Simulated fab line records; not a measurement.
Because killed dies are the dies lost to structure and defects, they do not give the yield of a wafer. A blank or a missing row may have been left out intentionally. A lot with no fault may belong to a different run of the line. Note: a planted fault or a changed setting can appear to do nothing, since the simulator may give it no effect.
fab line records ; flow n5Finfet
record: lots: 7; wafers: 21
route steps=1938 shown BEOL_M2@851 BEOL_M3@938 BEOL_M5@1161 BEOL_M7@1263 BEOL_M8@1335
startH: hours from the record's opening day to when the first of the lot's shown wafers began ; waitH: time in hours since the lot's previous step ; " same as the row above ; L1.1+2: a single row standing in for several wafers ; - value missing, or start not given ; * or withheld: withheld ; < > ~ a bound
route shown NAME@n: a module of which the file shows steps, and the number in the route of the first ; usual: the fault-free wafers' mean and standard deviation ; same: alike in all rows ; chamber/n: place in a boat ; sites: each site's reading ; _std_site: the standard deviation of these ; _edge_site: the outer-site mean with the inner-site mean subtracted ; radiusMm: how far each site lies from the wafer's centre ; mask NAME#n: copy n ; behind: the tool/chamber that last shaped the wafer ; hold: what put the lot on hold/how long, in hours/how the hold closed ; device: which transistor (n, p or np) failed to switch ; end of line: the tests these same wafers got at the end of their route ; a step with no rows: only its recipe ; killed: at the first sort, the dies lost to defects and structure; wafer yield is something else ; map: shows each die of a wafer: x if killed, . if not, _ if none is there
set.NAME: the setting as run; set.NAME@STEP: as run at that earlier step ; model.NAME: the simulator's own value behind a step, which no gauge read
lots whose settings were changed on purpose; a table a step, a row a wafer
== steps ==
step: N5_BEOL_M2_EXPOSE_08
recipe: maskId: M2; na: 0.33; sourceShape: dipole; sigmaInner: 0.369; sigmaOuter: 0.767; polarization: unpolarized; doseMj: 41.25
lot.wafer;tool;chamber;startH;waitH;mask;set.doseMj
L077.1+3;euvScanner-01;0;148.98;-;M2#0;44.1
L077.2;euvScanner-01;0;148.98;-;M2#0;41.25
L076.2+4+6;euvScanner-01;0;157.64;-;M2#0;41.25
L080.2+4+5;euvScanner-02;0;164.44;-;M2#0;41.25
L090.3;euvScanner-02;0;232.82;-;M2#0;41.25
L090.4+6;euvScanner-02;0;232.82;-;M2#0;43.96
L093.1+5;euvScanner-01;0;261.26;-;M2#0;42.04
L093.4;euvScanner-01;0;261.26;-;M2#0;41.25
L094.1;euvScanner-02;0;268.44;-;M2#0;41.25
L094.3+5;euvScanner-02;0;268.44;-;M2#0;38.18
L097.2+3+4;euvScanner-02;0;275.20;-;M2#0;41.25
step: N5_BEOL_M2_PEB_09
recipe: pebTempC: 100; pebTimeS: 60; resist: CAR-EUV
step: N5_BEOL_M2_DEVELOP_10
recipe: developTimeS: 30; developer: TMAH; resist: CAR-EUV; rinseLiquid: surfactantRinse; dry: airSpin; devTempC: 23
step: N5_BEOL_M2_CD_MEAS_11
recipe: targetCdNm: 16.79; landingEnergyEv: 500; detector: seInlens; polarity: opening
usual: cdNm: 16.85/0.23
lot.wafer;tool;chamber;startH;waitH;set.doseMj@BEOL_M2_EXPOSE_08;cdNm
L077.1;cdSem-01;0;149.11;-;44.1;18.38
L077.2;cdSem-01;0;149.11;-;41.25;16.75
L077.3;cdSem-01;0;149.11;-;44.1;17.85
L076.2;cdSem-03;0;157.77;-;41.25;17.33
L076.4;cdSem-03;0;157.77;-;41.25;17.05
L076.6;cdSem-03;0;157.77;-;41.25;17.15
L080.2;cdSem-01;0;164.57;-;41.25;17.16
L080.4;cdSem-01;0;164.57;-;41.25;16.78
L080.5;cdSem-01;0;164.57;-;41.25;17.13
L090.3;cdSem-02;0;232.94;-;41.25;16.71
L090.4;cdSem-02;0;232.94;-;43.96;18.17
L090.6;cdSem-02;0;232.94;-;43.96;18.14
L093.1;cdSem-03;0;261.40;-;42.04;17.35
L093.4;cdSem-03;0;261.40;-;41.25;16.62
L093.5;cdSem-03;0;261.40;-;42.04;17.48
L094.1;cdSem-02;0;268.57;-;41.25;16.76
L094.3;cdSem-02;0;268.57;-;38.18;14.93
L094.5;cdSem-02;0;268.57;-;38.18;15.23
L097.2;cdSem-02;0;275.32;-;41.25;17.02
L097.3;cdSem-02;0;275.32;-;41.25;17.29
L097.4;cdSem-02;0;275.32;-;41.25;16.98
step: N5_BEOL_M2_DESCUM_16
recipe: chemistry: O2; timeS: 7; sourcePowerW: 50; biasPowerW: 20; pressureMtorr: 20; rfFrequencyHz: 2.712e+07; tempC: 40; resist: CAR-EUV; o2FlowSccm: 225
step: N5_BEOL_M2_ETCH_74
recipe: chemistry: N2/H2; target: underlayer; targetDepthA: 65; maskMaterial: CAR-EUV; timeS: 5.2; ionEnergyEv: 200; pressureMtorr: 30; sourceW: 840; biasW: 150; n2FlowSccm: 200; h2FlowSccm: 200; ends: cleared
lot.wafer;tool;chamber;startH;waitH;set.doseMj@BEOL_M2_EXPOSE_08;model.BEOL_M2.cdOffsetNm
L077.1;rieDiel-04;0;149.27;0.0;44.1;1
L077.2;rieDiel-04;3;149.27;0.0;41.25;-0.2
L077.3;rieDiel-04;1;149.27;0.0;44.1;0.8
L076.2+6;rieDiel-05;1,0;158.72;0.0;41.25;0.4
L076.4;rieDiel-05;3;158.72;0.0;41.25;0
L080.2+5;rieDiel-06;0;165.44;0.0;41.25;0
L080.4;rieDiel-06;2;165.44;0.0;41.25;0.2
L090.3;rieDiel-06;0;233.09;0.0;41.25;0
L090.4;rieDiel-06;1;233.09;0.0;43.96;1.4
L090.6;rieDiel-06;0;233.09;0.0;43.96;1.2
L093.1+5;rieDiel-04;2;261.70;0.0;42.04;0.4
L093.4;rieDiel-04;0;261.70;0.0;41.25;0
L094.1;rieDiel-06;3;268.73;0.0;41.25;0
L094.3;rieDiel-06;1;268.73;0.0;38.18;-1.4
L094.5;rieDiel-06;2;268.73;0.0;38.18;-1.6
L097.2+3+4;rieDiel-05;1,0,2;275.48;0.0;41.25;0.2
step: N5_BEOL_M2_ETCH_63
recipe: chemistry: CF4; target: SiARC; targetDepthA: 156; maskMaterial: CAR-EUV; timeS: 26; ionEnergyEv: 80; pressureMtorr: 40; sourceW: 545; biasW: 36; Ar_flow_sccm: 100; cf4FlowSccm: 100; ends: cleared
step: N5_BEOL_M2_ETCH_64
recipe: chemistry: N2/H2; target: SOC; targetDepthA: 750; overetchA: 225; maskMaterial: SiARC; tempC: 40; timeS: 121.9; ionEnergyEv: 200; pressureMtorr: 30; sourceW: 840; biasW: 150; n2FlowSccm: 200; h2FlowSccm: 200
step: N5_BEOL_M2_HM_OPEN_17
recipe: chemistry: Cl2/BCl3; targetDepthA: 200; overetchA: 60; target: TiN; maskMaterial: SOC; ionEnergyEv: 150; pressureMtorr: 10; icpW: 1000; biasW: 126; Cl2_flow_sccm: 53.25; bcl3FlowSccm: 21.75; Ar_flow_sccm: 25
step: N5_BEOL_M2_STRIP_19
recipe: chemistry: O2; powerW: 400; tempC: 40; pressureMtorr: 30; rfFrequencyHz: 6e+07; biasPowerW: 0; overashFraction: 0.2; o2FlowSccm: 225
step: N5_BEOL_M2_CD_MEAS_18
recipe: pitchNm: 36; targetCdNm: 18
usual: cdNm: 18.0/0.45
lot.wafer;tool;chamber;startH;waitH;set.doseMj@BEOL_M2_EXPOSE_08;cdNm
L077.1;cdSem-02;-;149.70;0.0;44.1;19.2
L077.2;cdSem-02;-;149.70;0.0;41.25;17.8
L077.3;cdSem-02;-;149.70;0.0;44.1;18.5
L076.2;cdSem-02;-;159.12;0.1;41.25;18.6
L076.4;cdSem-02;-;159.12;0.1;41.25;18.8
L076.6;cdSem-02;-;159.12;0.1;41.25;18.9
L080.2;cdSem-01;-;165.88;0.1;41.25;18.2
L080.4;cdSem-01;-;165.88;0.1;41.25;18.2
L080.5;cdSem-01;-;165.88;0.1;41.25;18.1
L090.3;cdSem-02;-;233.51;0.1;41.25;17.3
L090.4;cdSem-02;-;233.51;0.1;43.96;19.1
L090.6;cdSem-02;-;233.51;0.1;43.96;18.7
L093.1;cdSem-01;-;262.29;0.0;42.04;17.0
L093.4;cdSem-01;-;262.29;0.0;41.25;16.6
L093.5;cdSem-01;-;262.29;0.0;42.04;17.5
L094.1;cdSem-01;-;269.26;0.0;41.25;18.0
L094.3;cdSem-01;-;269.26;0.0;38.18;16.2
L094.5;cdSem-01;-;269.26;0.0;38.18;15.7
L097.2;cdSem-03;-;275.88;0.1;41.25;18.5
L097.3;cdSem-03;-;275.88;0.1;41.25;17.9
L097.4;cdSem-03;-;275.88;0.1;41.25;18.5
step: N5_BEOL_M2_COAT_67
recipe: resist: SOC; tempC: 250; timeS: 60; spinRpm: 1500; resistThkNm: 60
step: N5_BEOL_M2_COAT_68
recipe: resist: SiARC; tempC: 220; timeS: 60; spinRpm: 1500; resistThkNm: 12
step: N5_BEOL_M2_PRECLEAN_42
recipe: chemistry: residueRemover; timeS: 60; tempC: 40
step: N5_BEOL_M2_SRD_43
recipe: timeS: 30; tempC: 23; rinseLiquid: diw; dry: ipaMarangoni
step: N5_BEOL_M2_CD_MEAS_35
recipe: targetCdNm: 18; targetCdYNm: 22.2; polarity: opening
usual: cdNm: 18.0/0.45
lot.wafer;tool;chamber;startH;waitH;set.doseMj@BEOL_M2_EXPOSE_08;cdNm
L077.1;cdSem-03;-;154.11;0.0;44.1;19.1
L077.2;cdSem-03;-;154.11;0.0;41.25;17.9
L077.3;cdSem-03;-;154.11;0.0;44.1;18.8
L076.2;cdSem-01;-;165.44;0.0;41.25;18.7
L076.4;cdSem-01;-;165.44;0.0;41.25;18.7
L076.6;cdSem-01;-;165.44;0.0;41.25;19.1
L080.2;cdSem-03;-;172.01;0.0;41.25;18.2
L080.4;cdSem-03;-;172.01;0.0;41.25;18.0
L080.5;cdSem-03;-;172.01;0.0;41.25;17.9
L090.3;cdSem-01;-;250.18;0.0;41.25;17.5
L090.4;cdSem-01;-;250.18;0.0;43.96;19.0
L090.6;cdSem-01;-;250.18;0.0;43.96;19.0
L093.1;cdSem-03;-;275.26;0.0;42.04;17.2
L093.4;cdSem-03;-;275.26;0.0;41.25;17.1
L093.5;cdSem-03;-;275.26;0.0;42.04;17.5
L097.2;cdSem-03;-;281.81;0.0;41.25;18.5
L097.3;cdSem-03;-;281.81;0.0;41.25;17.8
L097.4;cdSem-03;-;281.81;0.0;41.25;18.3
L094.1;cdSem-03;-;283.54;0.0;41.25;17.9
L094.3;cdSem-03;-;283.54;0.0;38.18;15.9
L094.5;cdSem-03;-;283.54;0.0;38.18;15.4
step: N5_BEOL_M3_COAT_05
recipe: resist: CAR-EUV; spinRpm: 1500; resistThkNm: 30
lot.wafer;tool;chamber;startH;waitH;set.spinRpm;model.CAR-EUV_of_BEOL_M3_COAT_05.thkNm
L077.1+2;lithoTrack-01;0;-;-;1500;30
L077.3;lithoTrack-01;0;-;-;1500;30.2
L076.2+6;lithoTrack-01;0;-;-;1500;30
L076.4;lithoTrack-01;0;-;-;1500;30.2
L080.2+5;lithoTrack-03;0;-;-;1340;31.8
L080.4;lithoTrack-03;0;-;-;1500;30
L090.3+4+6;lithoTrack-01;0;-;-;1500;30.2
L093.1+5;lithoTrack-01;0;-;-;1500;30
L093.4;lithoTrack-01;0;-;-;1375;31.2
L097.2+3+4;lithoTrack-02;0;-;-;1500;29.8
L094.1;lithoTrack-01;0;-;-;1500;30
L094.3+5;lithoTrack-01;0;-;-;1618;28.8
step: N5_BEOL_M3_EBR_07
recipe: solvent: PGMEA; ebrWidthMm: 1.5
step: N5_BEOL_M3_SOFTBAKE_06
recipe: tempC: 110; timeS: 60; resist: CAR-EUV
step: N5_BEOL_M3_DESCUM_16
recipe: chemistry: O2; timeS: 7; sourcePowerW: 50; biasPowerW: 20; pressureMtorr: 20; rfFrequencyHz: 2.712e+07; tempC: 40; resist: CAR-EUV; o2FlowSccm: 225
lot.wafer;tool;chamber;startH;waitH;set.spinRpm@BEOL_M3_COAT_05;model.CAR-EUV_of_BEOL_M3_COAT_05.thkNm
L077.1+2+3;rieDiel-01;3,1,0;159.26;0.2;1500;26.2
L076.2+4+6;rieDiel-01;0,1,1;172.24;0.0;1500;26.2
L080.2+5;rieDiel-02;2;178.30;0.0;1340;27.8
L080.4;rieDiel-02;0;178.30;0.0;1500;26.2
L090.3+6;rieDiel-03;1;256.19;0.1;1500;26.4
L090.4;rieDiel-03;0;256.19;0.1;1500;26.2
L093.1+5;rieDiel-01;2,3;282.49;0.0;1500;26
L093.4;rieDiel-01;0;282.49;0.0;1375;27.2
L097.2+4;rieDiel-02;0,3;288.20;0.0;1500;26
L097.3;rieDiel-02;2;288.20;0.0;1500;25.8
L094.1;rieDiel-01;2;290.07;0.0;1500;26
L094.3+5;rieDiel-01;0,3;290.07;0.0;1618;25
step: N5_BEOL_M3_ETCH_74
recipe: chemistry: N2/H2; target: underlayer; targetDepthA: 65; maskMaterial: CAR-EUV; timeS: 5.2; ionEnergyEv: 200; pressureMtorr: 30; sourceW: 840; biasW: 150; n2FlowSccm: 200; h2FlowSccm: 200; ends: cleared
step: N5_BEOL_M3_ETCH_63
recipe: chemistry: CF4; target: SiARC; targetDepthA: 156; maskMaterial: CAR-EUV; timeS: 26; ionEnergyEv: 80; pressureMtorr: 40; sourceW: 545; biasW: 36; Ar_flow_sccm: 100; cf4FlowSccm: 100; ends: cleared
lot.wafer;tool;chamber;startH;waitH;set.spinRpm@BEOL_M3_COAT_05;model.CAR-EUV_of_BEOL_M3_COAT_05.thkNm
L077.1+2+3;rieDiel-01;3,1,0;159.31;0.0;1500;11.2
L076.2+6;rieDiel-01;0,1;172.29;0.0;1500;11.2
L076.4;rieDiel-01;1;172.29;0.0;1500;11.4
L080.2;rieDiel-02;2;178.36;0.0;1340;13
L080.4;rieDiel-02;0;178.36;0.0;1500;11.2
L080.5;rieDiel-02;2;178.36;0.0;1340;12.8
L090.3+4+6;rieDiel-03;1,0,1;256.24;0.0;1500;11.4
L093.1+5;rieDiel-01;2,3;282.54;0.0;1500;11
L093.4;rieDiel-01;0;282.54;0.0;1375;12.2
L097.2+3;rieDiel-02;0,2;288.25;0.0;1500;11
L097.4;rieDiel-02;3;288.25;0.0;1500;11.2
L094.1;rieDiel-01;2;290.12;0.0;1500;11
L094.3+5;rieDiel-01;0,3;290.12;0.0;1618;10
step: N5_BEOL_M5_ETCH_41
recipe: chemistry: CH3F/O2; target: SiCN; targetDepthA: 315; taperDeg: 2; timeS: 56.7; ionEnergyEv: 120; maskMaterial: TiN; pressureMtorr: 30; sourceW: 395; biasW: 75; Ar_flow_sccm: 150; CH3F_flow_sccm: 30; O2_flow_sccm: 20
usual: rfVppV: 297.1/1.5
lot.wafer;tool;chamber;startH;waitH;set.sourceW;rfVppV
L077.1;rieDiel-02;3;-;-;395;296.4
L077.2;rieDiel-02;1;-;-;395;295.5
L077.3;rieDiel-02;0;-;-;375.3;303.1
L076.2;rieDiel-02;3;-;-;395;294.1
L076.4;rieDiel-02;0;-;-;395;299.1
L076.6;rieDiel-02;3;-;-;395;295.6
L080.2;rieDiel-02;0;-;-;395;297.2
L080.4;rieDiel-02;1;-;-;395;296.5
L080.5;rieDiel-02;0;-;-;354;309.3
L090.3;rieDiel-01;1;-;-;395;295.3
L090.4;rieDiel-01;0;-;-;395;297.0
L090.6;rieDiel-01;1;-;-;395;298.0
L093.1;rieDiel-02;3;-;-;347.2;308.3
L093.4;rieDiel-02;2;-;-;347.2;313.1
L093.5;rieDiel-02;1;-;-;395;295.0
L097.2;rieDiel-01;1;-;-;431.2;288.4
L097.3;rieDiel-01;2;-;-;395;298.5
L097.4;rieDiel-01;0;-;-;395;298.4
L094.1;rieDiel-03;3;-;-;395;298.9
L094.3;rieDiel-03;1;-;-;420;291.0
L094.5;rieDiel-03;3;-;-;395;296.3
step: N5_BEOL_M7_ILD_DEP_00
recipe: material: SiCOH_lowk; targetThkA: 1797.5; tempC: 300; precursor: DEMS/porogen; pressureTorr: 5; rfW: 500; timeS: 33.4
lot.wafer;tool;chamber;startH;waitH;set.timeS;model.SiCOH_lowk_of_BEOL_M7_ILD_DEP_00.thkNm
L077.1;pecvd-01;1;199.37;0.0;36.75;194.4
L077.2;pecvd-01;2;199.37;0.0;36.75;191.6
L077.3;pecvd-01;0;199.37;0.0;33.4;179.2
L076.2;pecvd-04;0;218.06;0.0;33.4;182
L076.4;pecvd-04;2;218.06;0.0;33.4;181.8
L076.6;pecvd-04;0;218.06;0.0;33.4;183.6
L080.2;pecvd-04;2;221.38;0.0;37.18;200
L080.4;pecvd-04;0;221.38;0.0;33.4;182.4
L080.5;pecvd-04;0;221.38;0.0;33.4;181.4
L090.3;pecvd-04;0;305.28;0.0;33.4;181
L090.4;pecvd-04;0;305.28;0.0;33.4;182.8
L090.6;pecvd-04;1;305.28;0.0;33.4;185.6
L093.1;pecvd-04;1;335.89;0.0;33.4;179.6
L093.4;pecvd-04;0;335.89;0.0;33.4;176.8
L093.5;pecvd-04;1;335.89;0.0;35.47;192.8
L097.2;pecvd-01;2;337.91;0.0;33.4;176.2
L097.3;pecvd-01;1;337.91;0.0;30.17;162.8
L097.4;pecvd-01;1;337.91;0.0;30.17;165
L094.1;pecvd-04;1;338.25;0.0;36.24;196.4
L094.3;pecvd-04;2;338.25;0.0;33.4;178
L094.5;pecvd-04;2;338.25;0.0;36.24;196.6
step: N5_BEOL_M7_CURE_74
recipe: tempC: 385; timeS: 240; ambient: He/Ar; material: SiCOH_lowk
lot.wafer;tool;chamber;startH;waitH;set.timeS@BEOL_M7_ILD_DEP_00;model.SiCOH_lowk_of_BEOL_M7_ILD_DEP_00.thkNm
L077.1;uvCure-02;1;199.43;0.0;36.75;167.8
L077.2;uvCure-02;1;199.43;0.0;36.75;165.4
L077.3;uvCure-02;1;199.43;0.0;33.4;154.6
L076.2;uvCure-03;0;218.23;0.1;33.4;157
L076.4;uvCure-03;0;218.23;0.1;33.4;156.8
L076.6;uvCure-03;0;218.23;0.1;33.4;158.2
L080.2;uvCure-02;1;221.54;0.1;37.18;172.8
L080.4;uvCure-02;1;221.54;0.1;33.4;157.2
L080.5;uvCure-02;1;221.54;0.1;33.4;156.4
L090.3;uvCure-03;1;305.51;0.2;33.4;156.2
L090.4;uvCure-03;1;305.51;0.2;33.4;157.6
L090.6;uvCure-03;1;305.51;0.2;33.4;160.2
L093.1;uvCure-01;2;335.95;0.0;33.4;155
L093.4;uvCure-01;2;335.95;0.0;33.4;152.4
L093.5;uvCure-01;2;335.95;0.0;35.47;166.4
L097.2;uvCure-01;1;338.06;0.1;33.4;152
L097.3;uvCure-01;1;338.06;0.1;30.17;140.2
L097.4;uvCure-01;1;338.06;0.1;30.17;142
L094.1;uvCure-02;0;338.60;0.3;36.24;169.4
L094.3;uvCure-02;0;338.60;0.3;33.4;153.6
L094.5;uvCure-02;0;338.60;0.3;36.24;169.8
step: N5_BEOL_M7_THK_MEAS_01
recipe: reads: SiCOH_lowk_of_BEOL_M7_ILD_DEP_00
usual: M7_ILD_THK: 155.1/2.4
lot.wafer;tool;chamber;startH;waitH;set.timeS@BEOL_M7_ILD_DEP_00;M7_ILD_THK[nm]
L077.1;filmMetro-01;-;199.94;0.4;36.75;167.9
L077.2;filmMetro-01;-;199.94;0.4;36.75;165.3
L077.3;filmMetro-01;-;199.94;0.4;33.4;154.7
L076.2;filmMetro-01;-;218.66;0.4;33.4;157.0
L076.4;filmMetro-01;-;218.66;0.4;33.4;156.6
L076.6;filmMetro-01;-;218.66;0.4;33.4;158.3
L080.2;filmMetro-02;-;221.98;0.4;37.18;172.9
L080.4;filmMetro-02;-;221.98;0.4;33.4;157.3
L080.5;filmMetro-02;-;221.98;0.4;33.4;156.4
L090.3;filmMetro-01;-;305.86;0.3;33.4;156.3
L090.4;filmMetro-01;-;305.86;0.3;33.4;157.7
L090.6;filmMetro-01;-;305.86;0.3;33.4;160.2
L093.1;filmMetro-02;-;336.46;0.4;33.4;154.9
L093.4;filmMetro-02;-;336.46;0.4;33.4;152.3
L093.5;filmMetro-02;-;336.46;0.4;35.47;166.3
L097.2;filmMetro-02;-;338.49;0.4;33.4;151.9
L097.3;filmMetro-02;-;338.49;0.4;30.17;140.2
L097.4;filmMetro-02;-;338.49;0.4;30.17;142.2
L094.1;filmMetro-01;-;339.11;0.4;36.24;169.5
L094.3;filmMetro-01;-;339.11;0.4;33.4;153.5
L094.5;filmMetro-01;-;339.11;0.4;36.24;169.8
step: N5_BEOL_M8_PECVD_70
recipe: material: SiO2; targetThkA: 200; tempC: 400; precursor: TEOS/O2; pressureTorr: 5.5; rfW: 450; teosFlowSccm: 53.8; gas: O2; flowSccm: 3000; timeS: 22.7
lot.wafer;tool;chamber;startH;waitH;set.tempC;model.SiO2_of_BEOL_M8_PECVD_70.thkNm
L077.1;pecvd-04;2;211.74;0.0;413.6;17.6
L077.2;pecvd-04;0;211.74;0.0;413.6;17.4
L077.3;pecvd-04;2;211.74;0.0;413.6;17.8
L076.2+4;pecvd-01;1,2;227.49;0.0;400;19.8
L076.6;pecvd-01;1;227.49;0.0;400;20
L080.2+5;pecvd-04;1,2;234.70;0.0;400;20
L080.4;pecvd-04;0;234.70;0.0;400;20.2
L090.3;pecvd-04;2;314.77;0.0;388.5;20.8
L090.4;pecvd-04;1;314.77;0.0;400;19.8
L090.6;pecvd-04;2;314.77;0.0;400;19.6
L093.1+4;pecvd-03;0,1;344.64;0.0;404.5;19.8
L093.5;pecvd-03;0;344.64;0.0;400;20.4
L094.1;pecvd-04;0;345.97;0.0;400;19.6
L094.3;pecvd-04;1;345.97;0.0;400;19.8
L094.5;pecvd-04;1;345.97;0.0;387.8;21.8
L097.2+3;pecvd-04;0,2;348.52;0.0;400;19.6
L097.4;pecvd-04;2;348.52;0.0;400;19.8
== key ==
split: step: N5_BEOL_M2_EXPOSE_08; setting: doseMj; stated: 41.25; by: wafer
response: step: N5_BEOL_M2_CD_MEAS_11; reading: cdNm; change: +0.22; per: 1%; r: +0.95
response: step: N5_BEOL_M2_ETCH_74; reading: model.BEOL_M2.cdOffsetNm; change: +0.187; per: 1%; r: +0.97
response: step: N5_BEOL_M2_CD_MEAS_18; reading: cdNm; change: +0.222; per: 1%; r: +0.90
response: step: N5_BEOL_M2_CD_MEAS_35; reading: cdNm; change: +0.23; per: 1%; r: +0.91
split: step: N5_BEOL_M3_COAT_05; setting: spinRpm; stated: 1500; by: wafer
response: step: N5_BEOL_M3_COAT_05; reading: model.CAR-EUV_of_BEOL_M3_COAT_05.thkNm; change: -0.158; per: 1%; r: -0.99
response: step: N5_BEOL_M3_DESCUM_16; reading: model.CAR-EUV_of_BEOL_M3_COAT_05.thkNm; change: -0.143; per: 1%; r: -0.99
response: step: N5_BEOL_M3_ETCH_63; reading: model.CAR-EUV_of_BEOL_M3_COAT_05.thkNm; change: -0.147; per: 1%; r: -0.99
split: step: N5_BEOL_M5_ETCH_41; setting: sourceW; stated: 395; by: wafer
response: step: N5_BEOL_M5_ETCH_41; reading: rfVppV; change: -1.21; per: 1%; r: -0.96
split: step: N5_BEOL_M7_ILD_DEP_00; setting: timeS; stated: 33.4; by: wafer
response: step: N5_BEOL_M7_ILD_DEP_00; reading: model.SiCOH_lowk_of_BEOL_M7_ILD_DEP_00.thkNm; change: +1.64; per: 1%; r: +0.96
response: step: N5_BEOL_M7_CURE_74; reading: model.SiCOH_lowk_of_BEOL_M7_ILD_DEP_00.thkNm; change: +1.44; per: 1%; r: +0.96
response: step: N5_BEOL_M7_THK_MEAS_01; reading: M7_ILD_THK; change: +1.43; per: 1%; r: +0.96
split: step: N5_BEOL_M8_PECVD_70; setting: tempC; stated: 400; by: wafer
response: step: N5_BEOL_M8_PECVD_70; reading: model.SiO2_of_BEOL_M8_PECVD_70.thkNm; change: -0.544; per: 1%; r: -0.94
